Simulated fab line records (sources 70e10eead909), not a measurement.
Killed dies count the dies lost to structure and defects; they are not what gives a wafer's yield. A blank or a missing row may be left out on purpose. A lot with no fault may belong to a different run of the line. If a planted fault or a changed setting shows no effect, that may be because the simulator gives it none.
fab line records | flow nandHarc
record lots=5 | wafers=15 | lastDay=24
route steps=1159 shown P_GATE@170 END@1159
lots that met no fault: from a run of the same line without faults
startH: start of the lot's first displayed wafer, in hours after the record's first day | waitH: hours elapsed since this lot's preceding step | " as in the row above | L1.1+2: a single row standing in for several wafers | - no value, or no start was given | * or withheld: withheld | < > ~ a bound
route shown NAME@n: NAME is a module with steps in the file, n the number in the route of the first one | usual: mean/standard deviation taken from wafers without a fault | same: alike in all rows | chamber/n: place in a boat | sites: each site's reading | _std_site: how widely they spread, as a standard deviation | _edge_site: mean of outer sites minus mean of inner sites | radiusMm: how far each site lies from the wafer's centre | mask NAME#n: copy n | behind: the last tool/chamber to shape the wafer | hold: cause of the lot's hold/its duration in hours/its outcome | device: the n, p or np transistor that did not switch | end of line: the route-end tests of the same wafers | step lacking rows: just its recipe | killed: dies lost to structure and defects at the first sort, not the wafer's yield | map: a wafer's dies, x killed, . not, _ none there
set.NAME: the run value of the setting; set.NAME@STEP: its run value at that earlier step | model.NAME: the simulator's own value behind a step, which no gauge read
certain route steps with their lots: each step a table, each wafer a row
services: when a tool's chamber went out of use (startH, in hours from the record's first day, below 0 if earlier), for how many hours, and the reason
## steps
# step NHARC_P_GATE_CD_MEAS_46
# recipe targetCdNm=720 | landingEnergyEv=500
# usual cdNm=719.8/1.8
lot.wafer | tool     | chamber | startH | waitH | cdNm
L975.1    | cdSem-01 | 0       | 122.61 | -     | 719.3
L975.4    | "        | 0       | "      | "     | 717.8
L975.6    | "        | 0       | "      | "     | 721.6
L976.1    | cdSem-01 | 0       | 132.49 | -     | 720.7
L976.2    | "        | 0       | "      | "     | 719.6
L976.6    | "        | 0       | "      | "     | 719.0
L985.1    | cdSem-02 | 0       | 178.98 | -     | 722.9
L985.3    | "        | 0       | "      | "     | 721.8
L985.4    | "        | 0       | "      | "     | 720.5
L986.3    | cdSem-02 | 0       | 198.65 | -     | 717.9
L986.4    | "        | 0       | "      | "     | 718.9
L986.5    | "        | 0       | "      | "     | 720.0
L992.3    | cdSem-02 | 0       | 231.02 | -     | 721.6
L992.5    | "        | 0       | "      | "     | 718.7
L992.6    | "        | 0       | "      | "     | 720.1
# step NHARC_P_GATE_HARDBAKE_47
# recipe tempC=125 | timeS=80
# step NHARC_P_GATE_DESCUM_48
# recipe timeS=3 | o2FlowSccm=200 | arFlowSccm=0 | biasPowerW=0 | chemistry=O2
# usual drypumpMotorCurrentA=5.4/0.39 | oesProductAu=0.998/0.01 | rfVppV=58.0/0.94 | showerheadPlenumPTorr=1.97/0.076 | throttleValvePct=11.311/0.0094
lot.wafer | tool       | chamber | startH | waitH | drypumpMotorCurrentA | oesProductAu | rfHoursCounterH | rfVppV | showerheadPlenumPTorr | throttleValvePct
L975.4    | rieDiel-07 | 3       | 122.77 | -     | 5.6                  | 0.991        | 13              | 59.0   | 2.05                  | 11.297
L975.1    | "          | 0       | "      | "     | 5.1                  | 1.014        | 12              | 59.1   | 1.97                  | 11.306
L975.6    | "          | 0       | "      | "     | 5.1                  | 1.010        | -               | 58.0   | 1.97                  | 11.309
L976.1    | rieDiel-03 | 2       | 132.66 | -     | 4.7                  | 0.998        | 32              | 56.6   | 2.00                  | 11.331
L976.2    | "          | 3       | "      | "     | 5.5                  | 0.995        | 29              | 57.9   | 1.78                  | 11.304
L976.6    | "          | 2       | "      | "     | 4.7                  | 1.002        | -               | 58.3   | 2.00                  | 11.301
L985.1    | rieDiel-07 | 3       | 179.14 | -     | 5.6                  | 0.983        | 24              | 57.9   | 2.04                  | 11.328
L985.3    | "          | 0       | "      | "     | 5.0                  | 0.994        | 22              | 58.7   | 1.96                  | 11.310
L985.4    | "          | 2       | "      | "     | 5.4                  | 0.988        | 27              | 58.1   | 1.97                  | 11.310
L986.4    | rieDiel-07 | 1       | 198.81 | -     | 5.5                  | 1.008        | 26              | 58.1   | 2.04                  | 11.315
L986.3    | "          | 3       | "      | "     | 5.6                  | 0.980        | 27              | 58.8   | 2.04                  | 11.323
L986.5    | "          | 2       | "      | "     | 5.4                  | 0.990        | -               | 57.3   | 1.97                  | 11.321
L992.3    | rieDiel-03 | 2       | 231.29 | -     | 4.7                  | 0.985        | 2               | 57.8   | 1.99                  | 11.301
L992.5    | "          | 1       | "      | "     | 6.3                  | 1.006        | -               | 59.5   | 1.97                  | 11.313
L992.6    | "          | 2       | "      | "     | 4.7                  | 0.981        | -               | 58.1   | 1.99                  | 11.300
# step NHARC_P_GATE_IMPLANT_49
# recipe energyKev=30 | doseCm2=3e+15 | tiltDeg=7
# step NHARC_P_GATE_STRIP_111
# recipe powerW=1500 | tempC=110 | timeS=250 | chemistry=N2/H2
# usual drypumpMotorCurrentA=5.7/0.31 | heaterPowerW=92/11
lot.wafer | tool           | chamber | startH | waitH | drypumpMotorCurrentA | heaterPowerW | rfHoursCounterH
L975.1    | plasmaAsher-01 | 1       | 123.13 | 0.2   | 5.5                  | 87           | 5
L975.4    | "              | 0       | "      | "     | 6.0                  | 82           | -
L975.6    | "              | 1       | "      | "     | 5.5                  | 87           | -
L976.2    | plasmaAsher-01 | 1       | 133.02 | 0.2   | 5.4                  | 90           | 8
L976.1    | "              | 0       | "      | "     | 6.0                  | 85           | 8
L976.6    | "              | 1       | "      | "     | 5.5                  | 87           | -
L985.1    | plasmaAsher-01 | 0       | 179.56 | 0.2   | 6.1                  | 85           | 20
L985.3    | "              | 1       | "      | "     | 5.5                  | 88           | -
L985.4    | "              | 0       | "      | "     | 6.1                  | 85           | -
L986.4    | plasmaAsher-02 | 1       | 199.31 | 0.2   | 5.3                  | 88           | -
L986.3    | "              | 0       | "      | "     | 6.0                  | 108          | -
L986.5    | "              | 0       | "      | "     | 6.0                  | 105          | -
L992.3    | plasmaAsher-01 | 0       | 231.80 | 0.3   | 6.0                  | 84           | -
L992.6    | "              | 1       | "      | "     | 5.5                  | 87           | -
L992.5    | "              | 0       | "      | "     | 6.1                  | 83           | -
# step NHARC_P_GATE_STRIP_75
# recipe powerW=1500 | tempC=250 | chemistry=O2
# usual drypumpMotorCurrentA=5.7/0.32 | heaterPowerW=346/40
lot.wafer | tool           | chamber | startH | waitH | drypumpMotorCurrentA | heaterPowerW | rfHoursCounterH
L975.1    | plasmaAsher-01 | 1       | 123.44 | 0.3   | 5.4                  | 328          | 5
L975.4    | "              | 0       | "      | "     | 6.0                  | 321          | -
L975.6    | "              | 1       | "      | "     | 5.4                  | 332          | -
L976.2    | plasmaAsher-01 | 1       | 133.32 | 0.2   | 5.4                  | 321          | 8
L976.1    | "              | 0       | "      | "     | 6.0                  | 325          | 8
L976.6    | "              | 1       | "      | "     | 5.4                  | 324          | -
L985.1    | plasmaAsher-01 | 0       | 179.83 | 0.2   | 6.0                  | 317          | 20
L985.3    | "              | 1       | "      | "     | 5.4                  | 320          | -
L985.4    | "              | 0       | "      | "     | 6.0                  | 322          | -
L986.4    | plasmaAsher-02 | 1       | 199.53 | 0.2   | 5.3                  | 329          | -
L986.3    | "              | 0       | "      | "     | 6.0                  | 397          | -
L986.5    | "              | 0       | "      | "     | 6.0                  | 392          | -
L992.3    | plasmaAsher-01 | 0       | 231.98 | 0.1   | 6.0                  | 321          | -
L992.6    | "              | 1       | "      | "     | 5.5                  | 322          | -
L992.5    | "              | 0       | "      | "     | 6.0                  | 321          | -
# step NHARC_P_GATE_STRIP_50
# recipe timeS=900 | tempC=130 | chemistry=SPM
# step NHARC_P_GATE_DEHYDRATE_51
# recipe tempC=150 | timeS=120
# step NHARC_P_GATE_HMDS_52
# recipe timeS=30
# step NHARC_P_GATE_COAT_53
# recipe spinRpm=3000
# step NHARC_P_GATE_SOFTBAKE_54
# recipe tempC=122 | timeS=95
# step NHARC_P_GATE_EBR_55
# step NHARC_P_GATE_EXPOSE_56
# recipe na=0.6 | targetCdNm=720 | doseMj=14.81 | maskId=P_PSD
# usual focusOffsetNm=-0.1/0.55
lot.wafer | tool          | chamber | startH | waitH | mask       | focusOffsetNm
L975.1    | krfScanner-03 | 0       | 124.08 | -     | P_PSD#0    | 0.6
L975.4    | "             | 0       | "      | "     | P_PSD#0    | 0.3
L975.6    | "             | 0       | "      | "     | P_PSD#0    | 0.5
L976.1    | krfScanner-04 | 0       | 133.96 | -     | P_PSD_R1#0 | 1.7
L976.2    | "             | 0       | "      | "     | P_PSD_R1#0 | 0.3
L976.6    | "             | 0       | "      | "     | P_PSD_R1#0 | 1.0
L985.1    | krfScanner-03 | 0       | 180.58 | -     | P_PSD#0    | 0.6
L985.3    | "             | 0       | "      | "     | P_PSD#0    | 0.1
L985.4    | "             | 0       | "      | "     | P_PSD#0    | -0.6
L986.3    | krfScanner-04 | 0       | 200.29 | -     | P_PSD#0    | 0.2
L986.4    | "             | 0       | "      | "     | P_PSD#0    | -0.5
L986.5    | "             | 0       | "      | "     | P_PSD#0    | 0.2
L992.3    | krfScanner-04 | 0       | 232.73 | -     | P_PSD#0    | -0.6
L992.5    | "             | 0       | "      | "     | P_PSD#0    | -1.0
L992.6    | "             | 0       | "      | "     | P_PSD#0    | -0.5
# step NHARC_P_GATE_PEB_57
# recipe pebTempC=118 | pebTimeS=85
# step NHARC_P_GATE_DEVELOP_58
# recipe timeS=70
# step NHARC_P_GATE_CD_MEAS_59
# recipe targetCdNm=720 | landingEnergyEv=500
# usual cdNm=719.8/1.9
lot.wafer | tool     | chamber | startH | waitH | cdNm
L975.1    | cdSem-01 | 0       | 124.24 | -     | 718.5
L975.4    | "        | 0       | "      | "     | 720.0
L975.6    | "        | 0       | "      | "     | 719.1
L976.1    | cdSem-02 | 0       | 134.11 | -     | 707.8
L976.2    | "        | 0       | "      | "     | 709.1
L976.6    | "        | 0       | "      | "     | 710.1
L985.1    | cdSem-03 | 0       | 180.74 | -     | 716.3
L985.3    | "        | 0       | "      | "     | 716.8
L985.4    | "        | 0       | "      | "     | 719.0
L986.3    | cdSem-03 | 0       | 200.44 | -     | 722.4
L986.4    | "        | 0       | "      | "     | 721.5
L986.5    | "        | 0       | "      | "     | 723.6
L992.3    | cdSem-03 | 0       | 232.88 | -     | 719.4
L992.5    | "        | 0       | "      | "     | 719.0
L992.6    | "        | 0       | "      | "     | 716.9
# step NHARC_P_GATE_HARDBAKE_60
# recipe tempC=125 | timeS=80
# step NHARC_END_SORT_01
# recipe tempC=25
# usual killedAtArray=21/8.9 | killedAtOther=0.8/1.3 | killedAtPeriphery=3.6/2.4 | killedDies=26/8.9 | killedOpen=3.1/1.8 | killedShort=1.9/1.3
# same grossDies=677
lot.wafer | tool      | chamber | startH | waitH | killedAtArray | killedAtOther | killedAtPeriphery | killedDies | killedOpen | killedShort
L976.1    | prober-02 | 0       | 463.58 | 2.5   | 33            | 2             | 3                 | 38         | 3          | 3
L976.2    | prober-02 | 0       | 464.38 | 2.8   | 33            | 0             | 4                 | 37         | 3          | 0
L976.6    | prober-02 | 0       | 467.56 | 4.0   | 35            | 0             | 1                 | 36         | 0          | 2
# killed by level:class
L976.1 A_CHANNEL_HOLE_D1:chamberFilmFlake=12 A_SLIT:chamberFilmFlake=11 A_CONTACT:chamberFilmFlake=4 P_CONTACT:chamberFilmFlake=2 A_STAIRCASE:chamberFilmFlake=2 P_CONTACT:geometricParticle:open=1 A_CHANNEL_HOLE_D1:geometricParticle:short=1 A_SGD_CUT:geometricParticle:open=1
L976.2 A_CHANNEL_HOLE_D1:chamberFilmFlake=13 A_CONTACT:chamberFilmFlake=10 A_SLIT:chamberFilmFlake=6 A_STAIRCASE:chamberFilmFlake=3 P_CONTACT:chamberFilmFlake=2 P_CONTACT:geometricParticle:open=1 P_M0:geometricParticle:open=1 A_ONON_D1:geometricParticle:open=1
L976.6 A_CHANNEL_HOLE_D1:chamberFilmFlake=17 A_STAIRCASE:chamberFilmFlake=6 A_SLIT:chamberFilmFlake=6 A_CONTACT:chamberFilmFlake=4 P_GATE:geometricParticle:short=1 A_CHANNEL_FILL_D1:geometricParticle:short=1 A_CHANNEL_FILL_D1:chamberFilmFlake=1
## services
tool           | chamber | startH | hours | kind
plasmaAsher-01 | -       | 99.23  | 9.0   | pm
plasmaAsher-01 | 0       | 99.23  | 9.0   | ventCycle
plasmaAsher-01 | 1       | 99.23  | 9.0   | ventCycle
plasmaAsher-01 | 0       | 108.23 | -     | clean
plasmaAsher-01 | 1       | 108.23 | -     | clean
rieDiel-07     | 0       | 109.32 | -     | clean
rieDiel-07     | 1       | 109.32 | -     | clean
rieDiel-07     | 2       | 109.32 | -     | clean
rieDiel-07     | 3       | 109.32 | -     | clean
krfScanner-04  | -       | 126.01 | 4.0   | pm
rieDiel-07     | 0       | 133.82 | -     | clean
rieDiel-07     | 1       | 133.82 | -     | clean
rieDiel-07     | 2       | 133.82 | -     | clean
rieDiel-07     | 3       | 133.82 | -     | clean
krfScanner-04  | 0       | 152.35 | -     | calibration
rieDiel-07     | 0       | 158.32 | -     | clean
plasmaAsher-01 | -       | 164.29 | 6.1   | repair
krfScanner-03  | -       | 168.00 | 4.0   | pm
plasmaAsher-02 | -       | 183.76 | 9.0   | pm
plasmaAsher-02 | -       | 195.00 | 1.2   | repair
krfScanner-03  | -       | 197.74 | 1.7   | repair
rieDiel-03     | -       | 215.83 | 9.0   | pm
krfScanner-04  | -       | 217.33 | 2.0   | repair
rieDiel-07     | -       | 228.21 | 9.0   | pm
## key
firstSign step=NHARC_P_GATE_EXPOSE_56 | reading=mask | direction=changed
effect step=NHARC_P_GATE_CD_MEAS_59 | reading=cdNm | direction=down | sigmas=5.7 | usual=719.8 | struck=709.0
metAt NHARC_P_GATE_EXPOSE_56
struckWafers L976.1,L976.2,L976.6
testerLeftOut L976
fault kind=wrongMask | tool=any | chamber=- | onsetH=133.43 | steps=NHARC_P_GATE_EXPOSE_56 | auxCopy=P_PSD_R1#0 | cdOffsetNm=-9.0605 | scope=struckLotsOnly
# testerLeftOut: of these lots the tester's yield and bins aren't shown, on N5 and GAA mostly nor the transistor test; their killed dies are dies lost to structure and defects alone, not to doping, threshold or leakage, so they don't give the yield
